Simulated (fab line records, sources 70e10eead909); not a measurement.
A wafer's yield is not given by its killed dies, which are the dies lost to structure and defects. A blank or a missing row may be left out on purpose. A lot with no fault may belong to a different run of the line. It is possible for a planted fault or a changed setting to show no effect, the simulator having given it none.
A lot that was struck, set against a sound lot | flow nandHarc | 40 steps out of a route of 1159
Sound: the wafers L453.1, L453.3, L453.6. Struck: wafer L461.6 (L461.3, L461.4, from the same lot, were not struck and are left out); the cause is given at the end.
Each step with rows lists, per side, the tool, then ch with its chambers, then its first start. Under that, the readings that differ: sound wafers | struck wafers | difference of the means | sigmas: that difference in standard deviations of wafers without a fault.
alike: readings with means less than 2 such deviations apart, plus words and numbers identical on both sides. not compared: withheld readings, readings lacking a value on some wafer, bounds such as >300 that could conceal the same value, and numbers that have no deviation in the record and whose values overlap.
Wherever a step has rows on one side only, a row that says differs or no value, or a row with sigmas, the two part there. Numbers that don't overlap but have no deviation are shown without sigmas and don't part them. A reading missing from all wafers of one side parts the sides only when that side holds two or more wafers.

first, 1 step without rows for these wafers: NHARC_A_M0_DEVELOP_08 (develop time 35 s).
NHARC_A_M0_CD_MEAS_09 targets a cd of 80 nm.
  sound on cdSem-02 ch 0, day 19 10:49; struck on cdSem-03 ch 0, day 22 05:05
reading   | sound          | struck | difference | sigmas
cdNm (nm) | 80.0 80.2 79.2 | 81.6   | +1.8       | +3
NHARC_A_M0_OVL_MEAS_10: pitch 160 nm.
  sound: overlay-01 at day 19 10:55; struck: overlay-01 at day 22 05:11
  alike: overlayXNm, overlayYNm
NHARC_A_M0_INSPECT_11:
  sound: defectInspect-01 at day 19 10:57; struck: defectInspect-02 at day 22 05:13
  alike: rawDefectCount
then, 3 steps without rows for these wafers: NHARC_A_M0_DESCUM_14 (chemistry O2, time 3 s); NHARC_A_M0_ETCH_34 (etches the open film in N2/H2, target depth 40 nm, overetch 12 nm, time 43.94 s); NHARC_A_M0_ETCH_15 (etches the open film in C4F8/Ar, target depth 150 nm, overetch 15 nm, time 82.5 s).
NHARC_A_M0_CD_MEAS_16:
  sound: cdSem-03 at day 19 11:19; struck: cdSem-01 at day 22 05:35
  alike: cdNm
then, 2 steps without rows for these wafers: NHARC_A_M0_STRIP_18 (strips in N2/H2); NHARC_A_M0_STRIP_19 (strips in post etch residue remover, time 600 s).
NHARC_A_M0_DEGAS_28: time 60 s.
  sound: pvdSputter-01 at day 19 11:56; struck: pvdSputter-02 at day 22 06:11
  alike: heaterPowerW
then, 1 step without rows for these wafers: NHARC_A_M0_PRE_CLEAN_29 (time 30 s).
NHARC_A_M0_PVD_20: deposits TaN, target thk 5 nm, time 8.06 s.
  sound: pvdSputter-01 at day 19 12:04; struck: pvdSputter-02 at day 22 06:18
  alike: throttleValvePct
NHARC_A_M0_PVD_21: deposits Cu, target thk 30 nm, time 20.49 s.
  sound on pvdSputter-01; struck on pvdSputter-02
reading              | sound          | struck | difference | sigmas
throttleValvePct (%) | 30.2 29.2 32.0 | 28.7   | -1.8       | -2
then, 2 steps without rows for these wafers: NHARC_A_M0_ECD_22 (material Cu, target thk 400 nm); NHARC_A_M0_ANNEAL_30 (time 90 s).
NHARC_A_M0_CMP_23: polishes, t overpolish 20 s, target thk 113.75 nm.
  sound on cmp-03 ch 0,1,3, day 19 13:01; struck on cmp-03 ch 2, day 22 07:17
  alike: motorCurrentA, retainingRingPressureFrac, timeToEndpointS
NHARC_A_M0_THK_MEAS_24: measures by xrf.
  sound: filmMetro-02 at day 19 13:20; struck: filmMetro-02 at day 22 07:37
  alike: thkNm
then, 13 steps without rows for these wafers: NHARC_A_M0_SRD_25; NHARC_A_M0_PRE_CLEAN_31 (time 12 s); NHARC_A_M0_DEP_32 (deposits SiCN, target thk 30 nm); NHARC_A_M1_DEP_00 (deposits SiOC, target thk 182.5 nm); NHARC_A_M1_DEHYDRATE_01 (time 120 s); NHARC_A_M1_HMDS_02 (time 30 s); NHARC_A_M1_COAT_34 (time 65 s); NHARC_A_M1_COAT_03 (resist thk 90 nm); NHARC_A_M1_SOFTBAKE_04 (time 55 s); NHARC_A_M1_EBR_05; NHARC_A_M1_EXPOSE_06 (exposes mask A M1, target cd 120 nm); NHARC_A_M1_PEB_07 (peb time 65 s); NHARC_A_M1_DEVELOP_08 (develop time 35 s).
NHARC_A_M1_CD_MEAS_09 targets a cd of 120 nm.
  sound on cdSem-02 ch 0, day 19 14:54; struck on cdSem-02 ch 0, day 22 09:21
  alike: cdNm
NHARC_A_M1_OVL_MEAS_10: pitch 240 nm.
  sound: overlay-02 at day 19 14:59; struck: overlay-02 at day 22 09:26
reading         | sound          | struck | difference | sigmas
overlayYNm (nm) | -2.1 -2.3 -2.5 | 0.0    | +2.3       | +2
  alike: overlayXNm
then, 3 steps without rows for these wafers: NHARC_A_M1_DESCUM_14 (chemistry O2, time 3 s); NHARC_A_M1_ETCH_35 (etches the open film in N2/H2, target depth 40 nm, overetch 12 nm, time 43.94 s); NHARC_A_M1_ETCH_15 (etches the open film in C4F8/Ar, target depth 182.5 nm, time 91.2 s).
NHARC_A_M1_CD_MEAS_16:
  sound: cdSem-03 at day 19 15:23; struck: cdSem-02 at day 22 09:50
reading   | sound             | struck | difference | sigmas
cdNm (nm) | 120.0 121.3 120.7 | 118.1  | -2.6       | -3
NHARC_A_M1_STRIP_18: strips in N2/H2.
  sound on rieDiel-12 ch 0,1,2, day 19 15:29; struck on rieDiel-10 ch 0, day 22 09:56
reading                      | sound          | struck | difference | sigmas
drypumpMotorCurrentA (A)     | 6.5 5.8 6.2    | 5.2    | -1.0       | -2
showerheadPlenumPTorr (Torr) | 2.20 2.20 2.18 | 1.92   | -0.27      | -3
  alike: oesProductAu, rfFwdPowerW, rfVppV, throttleValvePct
  not compared: rfHoursCounterH
NHARC_A_M1_ETCH_28: etches the open film in CF4/N2, target depth 30 nm, time 72.99 s.
  sound: rieDiel-12 ch 0,1; struck: rieDiel-10 ch 3
  alike: drypumpMotorCurrentA, oesProductAu, rfFwdPowerW, rfVppV, showerheadPlenumPTorr, throttleValvePct
  not compared: rfHoursCounterH
NHARC_END_SORT_01:
  here the record holds rows for the struck wafers (prober-01 ch 0, day 24 08:14) but none for the sound ones

== WHERE THEY PART ==
Last at NHARC_END_SORT_01 as far as this record goes, first at NHARC_A_M0_CD_MEAS_09.

WHY: what the simulator had put in
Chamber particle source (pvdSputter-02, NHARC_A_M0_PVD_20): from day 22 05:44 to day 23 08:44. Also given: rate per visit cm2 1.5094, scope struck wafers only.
